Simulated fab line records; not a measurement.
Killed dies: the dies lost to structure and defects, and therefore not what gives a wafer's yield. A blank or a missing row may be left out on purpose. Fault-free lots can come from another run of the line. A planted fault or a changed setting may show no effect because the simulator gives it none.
fab line records ; flow n5Finfet ; part 1 of 2: steps 1 to 25 of 34
record: lots: 5; wafers: 15; lastDay: 16
route steps=1938 shown BEOL_M5@1161 BEOL_M6@1194
lots untouched by any fault: they come from a run of this same line in which no faults occurred
startH: hours from the record's opening day to when the first of the lot's shown wafers began ; waitH: hours from the lot's prior step to this one ; " the same as in the row above ; L1.1+2: a row that stands for several wafers ; - no value present, or no start provided ; * or withheld: withheld ; < > ~ a bound
route shown NAME@n: a module of which the file shows steps, and the number in the route of the first ; usual: mean/standard deviation of fault-free wafers ; same: alike in all rows ; chamber/n: place in a boat ; sites: readings site by site ; _std_site: the standard deviation of these ; _edge_site: mean of outer sites minus mean of inner sites ; radiusMm: for every site, how far away it sits from the centre of the wafer ; mask NAME#n: copy n ; behind: the tool/chamber that last shaped the wafer ; hold: reason for holding the lot/hours on hold/outcome of the hold ; device: the transistor (n, p or np) that didn't switch ; end of line: the route-end tests of the same wafers ; for a step that has no rows: nothing shown but its recipe ; killed: dies that structure and defects cost at the first sort, which is not the same as the wafer's yield ; map: dies across one wafer; x = killed, . = not, _ = none there
set.NAME: the setting that was run; set.NAME@STEP: the one run at that earlier step ; model.NAME: the simulator's own value behind a step, which no gauge read
lots seen at some steps along the route; tables by step, rows by wafer
services: a tool's chamber out of use, with start hour (startH, from the record's first day; less than 0 if before it), hours out, and reason
== steps ==
step: N5_BEOL_M5_ETCH_41
recipe: chemistry: CH3F/O2; target: SiCN; targetDepthA: 315; taperDeg: 2; timeS: 56.7; ionEnergyEv: 120; maskMaterial: TiN; pressureMtorr: 30; sourceW: 395; biasW: 75; Ar_flow_sccm: 150; CH3F_flow_sccm: 30; O2_flow_sccm: 20
usual: CH3F_flow_sccm: 29.99/0.1; drypumpMotorCurrentA: 5.7/0.41; oesProductAu: 0.76/0.089; rfVppV: 297.0/1.5; showerheadPlenumPTorr: 1.99/0.06; throttleValvePct: 16.43/0.25
lot.wafer;tool;chamber;startH;waitH;CH3F_flow_sccm;drypumpMotorCurrentA;oesProductAu;rfHoursCounterH;rfVppV;showerheadPlenumPTorr;throttleValvePct
L079.2;rieDiel-04;0;-;-;30.00;4.7;0.70;210;294.7;1.91;16.56
L079.4;rieDiel-04;1;-;-;29.87;6.1;0.98;8;296.8;1.98;16.13
L079.6;rieDiel-04;1;-;-;29.92;6.1;0.96;-;296.1;1.98;16.14
L081.1;rieDiel-03;2;-;-;30.10;5.5;0.73;177;294.3;1.92;16.64
L081.3;rieDiel-03;1;-;-;29.80;5.8;0.73;192;298.4;2.00;16.57
L081.4;rieDiel-03;3;-;-;29.79;5.2;0.73;190;298.8;2.09;16.65
L083.1;rieDiel-03;3;-;-;30.07;5.2;0.73;195;297.8;2.09;16.68
L083.2;rieDiel-03;0;-;-;29.90;5.6;0.71;161;299.4;2.08;16.60
L083.6;rieDiel-03;1;-;-;29.97;5.7;0.73;-;297.4;2.00;16.57
L091.3;rieDiel-03;3;-;-;30.01;5.2;0.72;211;299.2;2.08;16.68
L091.4;rieDiel-03;2;-;-;29.91;5.5;0.72;199;295.0;1.91;16.68
L091.5;rieDiel-03;0;-;-;30.15;5.6;0.70;-;299.7;2.07;16.63
L096.1;rieDiel-03;1;-;-;30.01;5.7;0.71;221;296.7;1.99;16.63
L096.3;rieDiel-03;3;-;-;29.80;5.2;0.72;219;297.1;2.08;16.70
L096.6;rieDiel-03;0;-;-;30.18;5.7;0.71;-;299.1;2.07;16.63
step: N5_BEOL_M5_STRIP_91
recipe: chemistry: N2/H2; timeS: 10; powerW: 450; tempC: 40; pressureMtorr: 20; rfFrequencyHz: 6e+07; biasPowerW: 7; n2FlowSccm: 200; h2FlowSccm: 200
usual: drypumpMotorCurrentA: 5.7/0.41; oesProductAu: 0.76/0.09; rfVppV: 59.1/0.79; showerheadPlenumPTorr: 2.52/0.078; throttleValvePct: 23.7/0.3
lot.wafer;tool;chamber;startH;waitH;drypumpMotorCurrentA;oesProductAu;rfHoursCounterH;rfVppV;showerheadPlenumPTorr;throttleValvePct
L079.2;rieDiel-04;0;-;-;4.7;0.69;210;58.7;2.41;24.2
L079.4;rieDiel-04;1;-;-;6.1;0.98;8;58.9;2.49;23.4
L079.6;rieDiel-04;1;-;-;6.1;0.98;-;58.4;2.49;23.4
L081.1;rieDiel-03;2;-;-;5.5;0.72;177;58.1;2.42;23.9
L081.3;rieDiel-03;1;-;-;5.7;0.72;192;58.6;2.51;23.9
L081.4;rieDiel-03;3;-;-;5.2;0.73;190;60.3;2.62;23.4
L083.1;rieDiel-03;3;-;-;5.2;0.73;195;58.3;2.62;23.4
L083.2;rieDiel-03;0;-;-;5.7;0.72;161;60.0;2.66;24.0
L083.6;rieDiel-03;1;-;-;5.8;0.72;-;59.8;2.51;23.9
L091.3;rieDiel-03;3;-;-;5.3;0.73;211;59.5;2.61;23.4
L091.4;rieDiel-03;2;-;-;5.5;0.72;199;58.4;2.41;24.0
L091.5;rieDiel-03;0;-;-;5.7;0.71;-;58.4;2.65;24.0
L096.1;rieDiel-03;1;-;-;5.8;0.71;221;58.5;2.50;24.0
L096.3;rieDiel-03;3;-;-;5.2;0.72;219;60.2;2.61;23.4
L096.6;rieDiel-03;0;-;-;5.6;0.70;-;60.4;2.65;24.0
step: N5_BEOL_M5_OCD_MEAS_38
usual: trenchDepthNm: 71.0/1.5
lot.wafer;tool;chamber;startH;waitH;trenchDepthNm
L079.2;ocd-02;-;204.62;-;72.7
L079.4;ocd-02;-;204.62;-;73.5
L079.6;ocd-02;-;204.62;-;74.0
L081.1;ocd-02;-;210.59;-;70.8
L081.3;ocd-02;-;210.59;-;71.7
L081.4;ocd-02;-;210.59;-;71.6
L083.1;ocd-02;-;226.87;-;70.6
L083.2;ocd-02;-;226.87;-;70.7
L083.6;ocd-02;-;226.87;-;70.8
L091.3;ocd-02;-;278.22;-;70.2
L091.4;ocd-02;-;278.22;-;69.7
L091.5;ocd-02;-;278.22;-;70.7
L096.1;ocd-01;-;305.80;-;69.7
L096.3;ocd-01;-;305.80;-;70.7
L096.6;ocd-01;-;305.80;-;70.6
step: N5_BEOL_M5_HM_STRIP_39
recipe: chemistry: peroxideTinStrip; material: TiN; targetDepthA: 250; tempC: 50; timeS: 158
lot.wafer;tool;chamber;startH;waitH
L079.2+4+6;wetBench-05;1,7,0;204.65;0.0
L081.1+3+4;wetBench-04;2,5,0;210.62;0.0
L083.1+2+6;wetBench-01;0,5,2;226.91;0.0
L091.3+4+5;wetBench-05;6,0,4;278.25;0.0
L096.1+3+6;wetBench-04;4,3,2;305.85;0.0
step: N5_BEOL_M5_SRD_40
recipe: timeS: 30; tempC: 23; rinseLiquid: diw; dry: ipaMarangoni
usual: doSupplyPpb: 9.98/0.092
lot.wafer;tool;chamber;startH;waitH;doSupplyPpb
L079.2;wetBench-05;1;204.75;0.0;9.96
L079.4;wetBench-05;7;204.75;0.0;9.96
L079.6;wetBench-05;0;204.75;0.0;9.73
L081.1;wetBench-04;2;210.66;0.0;10.00
L081.3;wetBench-04;5;210.66;0.0;10.06
L081.4;wetBench-04;0;210.66;0.0;9.82
L083.1;wetBench-01;0;226.96;0.0;9.91
L083.2;wetBench-01;5;226.96;0.0;9.95
L083.6;wetBench-01;2;226.96;0.0;9.98
L091.3;wetBench-05;6;278.30;0.0;10.03
L091.4;wetBench-05;0;278.30;0.0;9.98
L091.5;wetBench-05;4;278.30;0.0;10.05
L096.1;wetBench-04;4;305.90;0.0;10.06
L096.3;wetBench-04;3;305.90;0.0;9.96
L096.6;wetBench-04;2;305.90;0.0;10.01
step: N5_BEOL_M5_PRECLEAN_42
recipe: chemistry: residueRemover; timeS: 60; tempC: 40
lot.wafer;tool;chamber;startH;waitH
L079.2+4+6;wetBench-05;1,7,0;204.78;0.0
L081.1+3+4;wetBench-04;2,5,0;210.68;0.0
L083.1+2+6;wetBench-01;0,5,2;226.98;0.0
L091.3+4+5;wetBench-05;6,0,4;278.32;0.0
L096.1+3+6;wetBench-04;4,3,2;305.92;0.0
step: N5_BEOL_M5_SRD_43
recipe: timeS: 30; tempC: 23; rinseLiquid: diw; dry: ipaMarangoni
usual: doSupplyPpb: 10.01/0.1
lot.wafer;tool;chamber;startH;waitH;doSupplyPpb
L079.2;wetBench-05;1;204.82;0.0;10.00
L079.4;wetBench-05;7;204.82;0.0;10.09
L079.6;wetBench-05;0;204.82;0.0;10.11
L081.1;wetBench-04;2;210.70;0.0;10.21
L081.3;wetBench-04;5;210.70;0.0;9.98
L081.4;wetBench-04;0;210.70;0.0;9.96
L083.1;wetBench-01;0;226.99;0.0;9.81
L083.2;wetBench-01;5;226.99;0.0;10.23
L083.6;wetBench-01;2;226.99;0.0;10.02
L091.3;wetBench-05;6;278.33;0.0;9.84
L091.4;wetBench-05;0;278.33;0.0;10.27
L091.5;wetBench-05;4;278.33;0.0;9.96
L096.1;wetBench-04;4;305.93;0.0;10.10
L096.3;wetBench-04;3;305.93;0.0;10.01
L096.6;wetBench-04;2;305.93;0.0;10.13
step: N5_BEOL_M5_CD_MEAS_35
recipe: targetCdNm: 28; targetCdYNm: 24; polarity: opening
usual: cdNm: 28.0/0.35
lot.wafer;tool;chamber;startH;waitH;cdNm
L079.2;cdSem-01;-;204.88;0.0;28.1
L079.4;cdSem-01;-;204.88;0.0;27.7
L079.6;cdSem-01;-;204.88;0.0;28.5
L081.1;cdSem-02;-;210.74;0.0;27.3
L081.3;cdSem-02;-;210.74;0.0;28.0
L081.4;cdSem-02;-;210.74;0.0;28.0
L083.1;cdSem-02;-;227.04;0.0;28.0
L083.2;cdSem-02;-;227.04;0.0;28.2
L083.6;cdSem-02;-;227.04;0.0;27.6
L091.3;cdSem-02;-;278.38;0.0;28.1
L091.4;cdSem-02;-;278.38;0.0;28.0
L091.5;cdSem-02;-;278.38;0.0;27.6
L096.1;cdSem-02;-;305.97;0.0;27.6
L096.3;cdSem-02;-;305.97;0.0;27.7
L096.6;cdSem-02;-;305.97;0.0;27.2
step: N5_BEOL_M5_CURE_80
recipe: tempC: 370; timeS: 120; ambient: DMADMS/He; material: SiCOH_lowk
usual: lampPowerPct: 52.31/0.056; wafer_temp_C_max: 371.7/0.72
lot.wafer;tool;chamber;startH;waitH;lampPowerPct;wafer_temp_C_max
L079.2;uvCure-03;2;204.97;0.1;52.33;371.4
L079.4;uvCure-03;2;204.97;0.1;52.34;373.3
L079.6;uvCure-03;2;204.97;0.1;52.28;373.4
L081.1;uvCure-03;1;210.78;0.0;52.29;371.2
L081.3;uvCure-03;1;210.78;0.0;52.31;371.3
L081.4;uvCure-03;1;210.78;0.0;52.20;371.4
L083.1;uvCure-01;1;227.09;0.0;52.36;373.7
L083.2;uvCure-01;1;227.09;0.0;52.34;372.7
L083.6;uvCure-01;1;227.09;0.0;52.36;372.6
L091.3;uvCure-03;0;279.03;0.7;52.26;372.6
L091.4;uvCure-03;0;279.03;0.7;52.27;371.1
L091.5;uvCure-03;0;279.03;0.7;52.28;371.7
L096.1;uvCure-01;1;306.01;0.0;52.28;373.1
L096.3;uvCure-01;1;306.01;0.0;52.41;372.8
L096.6;uvCure-01;1;306.01;0.0;52.28;372.5
step: N5_BEOL_M5_DEGAS_44
recipe: ambient: vacuum; tempC: 250; timeS: 60
usual: heaterPowerW: 318/22
lot.wafer;tool;chamber;startH;waitH;heaterPowerW
L079.2;pvdSputter-03;-;205.36;0.3;288
L079.4;pvdSputter-03;-;205.36;0.3;358
L079.6;pvdSputter-03;-;205.36;0.3;293
L081.1;pvdSputter-02;-;212.67;1.8;287
L081.3;pvdSputter-02;-;212.67;1.8;327
L081.4;pvdSputter-02;-;212.67;1.8;315
L083.1;pvdSputter-01;-;227.46;0.3;330
L083.2;pvdSputter-01;-;227.46;0.3;300
L083.6;pvdSputter-01;-;227.46;0.3;310
L091.3;pvdSputter-01;-;279.44;0.4;329
L091.4;pvdSputter-01;-;279.44;0.4;321
L091.5;pvdSputter-01;-;279.44;0.4;319
L096.1;pvdSputter-01;-;306.68;0.6;318
L096.3;pvdSputter-01;-;306.68;0.6;329
L096.6;pvdSputter-01;-;306.68;0.6;305
step: N5_BEOL_M5_PRE_CLEAN_45
recipe: gas: H2/He; timeS: 30; tempC: 250
usual: heaterPowerW: 318/23
lot.wafer;tool;chamber;startH;waitH;heaterPowerW
L079.2;pvdSputter-03;-;205.40;0.0;284
L079.4;pvdSputter-03;-;205.40;0.0;372
L079.6;pvdSputter-03;-;205.40;0.0;286
L081.1;pvdSputter-02;-;212.71;0.0;294
L081.3;pvdSputter-02;-;212.71;0.0;329
L081.4;pvdSputter-02;-;212.71;0.0;311
L083.1;pvdSputter-01;-;227.50;0.0;336
L083.2;pvdSputter-01;-;227.50;0.0;295
L083.6;pvdSputter-01;-;227.50;0.0;296
L091.3;pvdSputter-01;-;279.48;0.0;325
L091.4;pvdSputter-01;-;279.48;0.0;322
L091.5;pvdSputter-01;-;279.48;0.0;322
L096.1;pvdSputter-01;-;306.72;0.0;321
L096.3;pvdSputter-01;-;306.72;0.0;330
L096.6;pvdSputter-01;-;306.72;0.0;295
step: N5_BEOL_M5_ALD_86
recipe: material: TaN; targetThkA: *; tempC: 275; aldPrecursorFamily: PDMAT; aldCoReactant: NH3; pressureTorr: 3; carrierFlowSccm: 1500; pulseTimeS: 2; purgeTimeS: 3; coReactantPurgeTimeS: 2; coReactantPulseTimeS: 3; aldCycles: 30; precursorVesselTempC: 75; precursorVesselPressureTorr: 26.25; precursorVesselCarrierSccm: 1000
usual: heaterPowerW: 419/42; precursorVesselPressureTorr: 26.24/0.055
same: aldCycles: 30
lot.wafer;tool;chamber;startH;waitH;heaterPowerW;precursorVesselPressureTorr
L079.2;aldMetal-03;2;205.46;0.0;434;26.26
L079.4;aldMetal-03;3;205.46;0.0;421;26.19
L079.6;aldMetal-03;3;205.46;0.0;418;26.27
L081.1;aldMetal-03;2;212.77;0.0;429;26.25
L081.3;aldMetal-03;0;212.77;0.0;375;26.19
L081.4;aldMetal-03;3;212.77;0.0;415;26.32
L083.1;aldMetal-03;2;227.79;0.3;427;26.22
L083.2;aldMetal-03;0;227.79;0.3;383;26.19
L083.6;aldMetal-03;0;227.79;0.3;374;26.21
L091.3;aldMetal-03;2;279.54;0.0;431;26.24
L091.4;aldMetal-03;1;279.54;0.0;381;26.15
L091.5;aldMetal-03;3;279.54;0.0;426;26.30
L096.1;aldMetal-03;3;306.78;0.0;419;26.38
L096.3;aldMetal-03;1;306.78;0.0;374;26.24
L096.6;aldMetal-03;3;306.78;0.0;414;26.33
step: N5_BEOL_M5_SURFACE_TREAT_87
recipe: gas: Ar; timeS: *; ionEnergyEv: *; ionCurrentMaCm2: 0.5; pressureMtorr: *; arFlowSccm: 30
usual: throttleValvePct: *
lot.wafer;tool;chamber;startH;waitH;throttleValvePct
L079.2;pvdSputter-02;-;205.72;0.2;*
L079.4;pvdSputter-02;-;205.72;0.2;*
L079.6;pvdSputter-02;-;205.72;0.2;*
L081.1;pvdSputter-01;-;213.07;0.2;*
L081.3;pvdSputter-01;-;213.07;0.2;*
L081.4;pvdSputter-01;-;213.07;0.2;*
L083.1;pvdSputter-03;-;228.41;0.5;*
L083.2;pvdSputter-03;-;228.41;0.5;*
L083.6;pvdSputter-03;-;228.41;0.5;*
L091.3;pvdSputter-01;-;279.78;0.1;*
L091.4;pvdSputter-01;-;279.78;0.1;*
L091.5;pvdSputter-01;-;279.78;0.1;*
L096.1;pvdSputter-02;-;307.06;0.2;*
L096.3;pvdSputter-02;-;307.06;0.2;*
L096.6;pvdSputter-02;-;307.06;0.2;*
step: N5_BEOL_M5_CVD_47
recipe: material: Co; targetThkA: 30; tempC: withheld; precursor: CCTBA/H2; pressureTorr: 30; timeS: 216
lot.wafer;tool;chamber;startH;waitH
L079.2+4+6;cvdCo-02;2,1,0;205.84;0.1
L081.1+3+4;cvdCo-01;1,2,1;213.13;0.0
L083.1+2+6;cvdCo-01;2,1,0;228.47;0.0
L091.3+4+5;cvdCo-02;0,1,0;279.90;0.1
L096.1+3+6;cvdCo-01;1,2,0;307.14;0.1
step: N5_BEOL_M5_SPUTTER_48
recipe: material: Cu; targetThkA: 150; tempC: -20; chamberPressurePa: 0.07; powerW: withheld; timeS: 27.62
usual: throttleValvePct: 29.9/1.2
lot.wafer;tool;chamber;startH;waitH;throttleValvePct
L079.2;pvdSputter-02;-;205.99;0.1;28.8
L079.4;pvdSputter-02;-;205.99;0.1;29.6
L079.6;pvdSputter-02;-;205.99;0.1;28.3
L081.1;pvdSputter-03;-;213.37;0.2;30.0
L081.3;pvdSputter-03;-;213.37;0.2;32.1
L081.4;pvdSputter-03;-;213.37;0.2;30.1
L083.1;pvdSputter-03;-;228.71;0.2;30.0
L083.2;pvdSputter-03;-;228.71;0.2;30.2
L083.6;pvdSputter-03;-;228.71;0.2;30.1
L091.3;pvdSputter-02;-;280.10;0.1;29.7
L091.4;pvdSputter-02;-;280.10;0.1;30.3
L091.5;pvdSputter-02;-;280.10;0.1;30.3
L096.1;pvdSputter-02;-;307.30;0.1;29.0
L096.3;pvdSputter-02;-;307.30;0.1;26.9
L096.6;pvdSputter-02;-;307.30;0.1;28.8
step: N5_BEOL_M5_ANNEAL_49
recipe: tempC: 400; timeS: 1800; ambient: vacuum
usual: heaterPowerW: 794/61
lot.wafer;tool;chamber;startH;waitH;heaterPowerW
L079.2;pvdSputter-02;-;206.07;0.0;797
L079.4;pvdSputter-02;-;206.07;0.0;786
L079.6;pvdSputter-02;-;206.07;0.0;807
L081.1;pvdSputter-03;-;213.45;0.0;740
L081.3;pvdSputter-03;-;213.45;0.0;848
L081.4;pvdSputter-03;-;213.45;0.0;911
L083.1;pvdSputter-03;-;228.79;0.0;726
L083.2;pvdSputter-03;-;228.79;0.0;934
L083.6;pvdSputter-03;-;228.79;0.0;921
L091.3;pvdSputter-02;-;280.18;0.0;769
L091.4;pvdSputter-02;-;280.18;0.0;699
L091.5;pvdSputter-02;-;280.18;0.0;716
L096.1;pvdSputter-02;-;307.38;0.0;815
L096.3;pvdSputter-02;-;307.38;0.0;722
L096.6;pvdSputter-02;-;307.38;0.0;817
step: N5_BEOL_M5_SPUTTER_81
recipe: material: Cu; targetThkA: 150; tempC: -20; chamberPressurePa: 0.07; powerW: withheld; timeS: 27.62
usual: throttleValvePct: 29.9/1.2
lot.wafer;tool;chamber;startH;waitH;throttleValvePct
L079.2;pvdSputter-02;-;207.08;0.5;29.2
L079.4;pvdSputter-02;-;207.08;0.5;29.9
L079.6;pvdSputter-02;-;207.08;0.5;28.6
L081.1;pvdSputter-03;-;214.46;0.5;30.0
L081.3;pvdSputter-03;-;214.46;0.5;32.0
L081.4;pvdSputter-03;-;214.46;0.5;30.7
L083.1;pvdSputter-03;-;229.79;0.5;29.9
L083.2;pvdSputter-03;-;229.79;0.5;30.4
L083.6;pvdSputter-03;-;229.79;0.5;30.3
L091.3;pvdSputter-02;-;281.18;0.5;29.9
L091.4;pvdSputter-02;-;281.18;0.5;30.3
L091.5;pvdSputter-02;-;281.18;0.5;30.2
L096.1;pvdSputter-02;-;308.39;0.5;28.8
L096.3;pvdSputter-02;-;308.39;0.5;26.7
L096.6;pvdSputter-02;-;308.39;0.5;28.7
step: N5_BEOL_M5_ANNEAL_82
recipe: tempC: 400; timeS: 1800; ambient: vacuum
usual: heaterPowerW: 793/61
lot.wafer;tool;chamber;startH;waitH;heaterPowerW
L079.2;pvdSputter-02;-;207.16;0.0;801
L079.4;pvdSputter-02;-;207.16;0.0;797
L079.6;pvdSputter-02;-;207.16;0.0;813
L081.1;pvdSputter-03;-;214.54;0.0;715
L081.3;pvdSputter-03;-;214.54;0.0;862
L081.4;pvdSputter-03;-;214.54;0.0;917
L083.1;pvdSputter-03;-;229.87;0.0;731
L083.2;pvdSputter-03;-;229.87;0.0;909
L083.6;pvdSputter-03;-;229.87;0.0;897
L091.3;pvdSputter-02;-;281.26;0.0;783
L091.4;pvdSputter-02;-;281.26;0.0;724
L091.5;pvdSputter-02;-;281.26;0.0;715
L096.1;pvdSputter-02;-;308.47;0.0;821
L096.3;pvdSputter-02;-;308.47;0.0;724
L096.6;pvdSputter-02;-;308.47;0.0;786
step: N5_BEOL_M5_SPUTTER_83
recipe: material: Cu; targetThkA: 150; tempC: -20; chamberPressurePa: 0.07; powerW: withheld; timeS: 27.62
usual: throttleValvePct: 29.9/1.2
lot.wafer;tool;chamber;startH;waitH;throttleValvePct
L079.2;pvdSputter-02;-;208.16;0.5;28.9
L079.4;pvdSputter-02;-;208.16;0.5;29.9
L079.6;pvdSputter-02;-;208.16;0.5;28.8
L081.1;pvdSputter-03;-;215.55;0.5;29.9
L081.3;pvdSputter-03;-;215.55;0.5;31.8
L081.4;pvdSputter-03;-;215.55;0.5;30.0
L083.1;pvdSputter-03;-;230.88;0.5;30.0
L083.2;pvdSputter-03;-;230.88;0.5;30.5
L083.6;pvdSputter-03;-;230.88;0.5;30.4
L091.3;pvdSputter-02;-;282.27;0.5;29.7
L091.4;pvdSputter-02;-;282.27;0.5;30.1
L091.5;pvdSputter-02;-;282.27;0.5;30.3
L096.1;pvdSputter-02;-;309.47;0.5;28.7
L096.3;pvdSputter-02;-;309.47;0.5;26.7
L096.6;pvdSputter-02;-;309.47;0.5;28.8
step: N5_BEOL_M5_ANNEAL_84
recipe: tempC: 400; timeS: 1800; ambient: vacuum
usual: heaterPowerW: 792/62
lot.wafer;tool;chamber;startH;waitH;heaterPowerW
L079.2;pvdSputter-02;-;208.24;0.0;814
L079.4;pvdSputter-02;-;208.24;0.0;779
L079.6;pvdSputter-02;-;208.24;0.0;815
L081.1;pvdSputter-03;-;215.63;0.0;719
L081.3;pvdSputter-03;-;215.63;0.0;882
L081.4;pvdSputter-03;-;215.63;0.0;918
L083.1;pvdSputter-03;-;230.96;0.0;727
L083.2;pvdSputter-03;-;230.96;0.0;921
L083.6;pvdSputter-03;-;230.96;0.0;901
L091.3;pvdSputter-02;-;282.35;0.0;781
L091.4;pvdSputter-02;-;282.35;0.0;715
L091.5;pvdSputter-02;-;282.35;0.0;725
L096.1;pvdSputter-02;-;309.55;0.0;816
L096.3;pvdSputter-02;-;309.55;0.0;699
L096.6;pvdSputter-02;-;309.55;0.0;804
step: N5_BEOL_M5_SPUTTER_88
recipe: material: Cu; targetThkA: 150; tempC: -20; chamberPressurePa: 0.07; powerW: withheld; timeS: 27.62
usual: throttleValvePct: 29.9/1.2
lot.wafer;tool;chamber;startH;waitH;throttleValvePct
L079.2;pvdSputter-02;-;209.25;0.5;28.7
L079.4;pvdSputter-02;-;209.25;0.5;29.6
L079.6;pvdSputter-02;-;209.25;0.5;28.8
L081.1;pvdSputter-03;-;216.63;0.5;29.9
L081.3;pvdSputter-03;-;216.63;0.5;32.2
L081.4;pvdSputter-03;-;216.63;0.5;30.2
L083.1;pvdSputter-03;-;231.97;0.5;30.0
L083.2;pvdSputter-03;-;231.97;0.5;30.3
L083.6;pvdSputter-03;-;231.97;0.5;30.5
L091.3;pvdSputter-02;-;283.36;0.5;29.8
L091.4;pvdSputter-02;-;283.36;0.5;30.1
L091.5;pvdSputter-02;-;283.36;0.5;30.2
L096.1;pvdSputter-02;-;310.56;0.5;28.6
L096.3;pvdSputter-02;-;310.56;0.5;26.9
L096.6;pvdSputter-02;-;310.56;0.5;28.7
step: N5_BEOL_M5_ANNEAL_89
recipe: tempC: 400; timeS: 1800; ambient: vacuum
usual: heaterPowerW: 794/61
lot.wafer;tool;chamber;startH;waitH;heaterPowerW
L079.2;pvdSputter-02;-;209.33;0.0;786
L079.4;pvdSputter-02;-;209.33;0.0;809
L079.6;pvdSputter-02;-;209.33;0.0;799
L081.1;pvdSputter-03;-;216.71;0.0;731
L081.3;pvdSputter-03;-;216.71;0.0;872
L081.4;pvdSputter-03;-;216.71;0.0;898
L083.1;pvdSputter-03;-;232.05;0.0;727
L083.2;pvdSputter-03;-;232.05;0.0;916
L083.6;pvdSputter-03;-;232.05;0.0;908
L091.3;pvdSputter-02;-;283.44;0.0;781
L091.4;pvdSputter-02;-;283.44;0.0;714
L091.5;pvdSputter-02;-;283.44;0.0;708
L096.1;pvdSputter-02;-;310.64;0.0;816
L096.3;pvdSputter-02;-;310.64;0.0;702
L096.6;pvdSputter-02;-;310.64;0.0;825
step: N5_BEOL_M5_SPUTTER_90
recipe: material: Cu; targetThkA: 45; tempC: -20; chamberPressurePa: 0.07; powerW: withheld; timeS: 8.29
usual: throttleValvePct: 29.9/1.2
lot.wafer;tool;chamber;startH;waitH;throttleValvePct
L079.2;pvdSputter-02;-;210.34;0.5;28.7
L079.4;pvdSputter-02;-;210.34;0.5;30.0
L079.6;pvdSputter-02;-;210.34;0.5;29.0
L081.1;pvdSputter-03;-;217.72;0.5;29.8
L081.3;pvdSputter-03;-;217.72;0.5;31.9
L081.4;pvdSputter-03;-;217.72;0.5;30.0
L083.1;pvdSputter-03;-;233.05;0.5;30.0
L083.2;pvdSputter-03;-;233.05;0.5;30.3
L083.6;pvdSputter-03;-;233.05;0.5;30.3
L091.3;pvdSputter-02;-;284.44;0.5;29.9
L091.4;pvdSputter-02;-;284.44;0.5;30.4
L091.5;pvdSputter-02;-;284.44;0.5;30.1
L096.1;pvdSputter-02;-;311.65;0.5;28.4
L096.3;pvdSputter-02;-;311.65;0.5;26.7
L096.6;pvdSputter-02;-;311.65;0.5;28.6
step: N5_BEOL_M5_ECD_50
recipe: material: Cu; targetThkA: 3000
lot.wafer;tool;chamber;startH;waitH
L079.2+4+6;ecdCu-01;0,0,1;210.45;0.1
L081.1+3+4;ecdCu-02;1,1,0;217.84;0.1
L083.1+2+6;ecdCu-02;1,0,0;233.17;0.1
L091.3+4+5;ecdCu-01;0,1,0;284.58;0.1
L096.1+3+6;ecdCu-01;0,1,1;311.76;0.1
step: N5_BEOL_M5_ANNEAL_51
recipe: tempC: 225; timeS: 90; ambient: N2
usual: wafer_temp_C_max: 226.1/0.51
lot.wafer;tool;chamber;startH;waitH;wafer_temp_C_max
L079.2;rtpAnneal-02;0;211.46;1.0;225.9
L079.4;rtpAnneal-02;0;211.46;1.0;225.8
L079.6;rtpAnneal-02;0;211.46;1.0;225.5
L081.1;rtpAnneal-02;0;217.98;0.1;225.9
L081.3;rtpAnneal-02;0;217.98;0.1;225.7
L081.4;rtpAnneal-02;0;217.98;0.1;225.7
L083.1;rtpAnneal-01;0;233.30;0.1;226.9
L083.2;rtpAnneal-01;0;233.30;0.1;227.0
L083.6;rtpAnneal-01;0;233.30;0.1;226.5
L091.3;rtpAnneal-02;0;284.74;0.1;225.8
L091.4;rtpAnneal-02;0;284.74;0.1;225.5
L091.5;rtpAnneal-02;0;284.74;0.1;225.9
L096.1;rtpAnneal-02;0;311.85;0.1;225.8
L096.3;rtpAnneal-02;0;311.85;0.1;225.8
L096.6;rtpAnneal-02;0;311.85;0.1;225.9
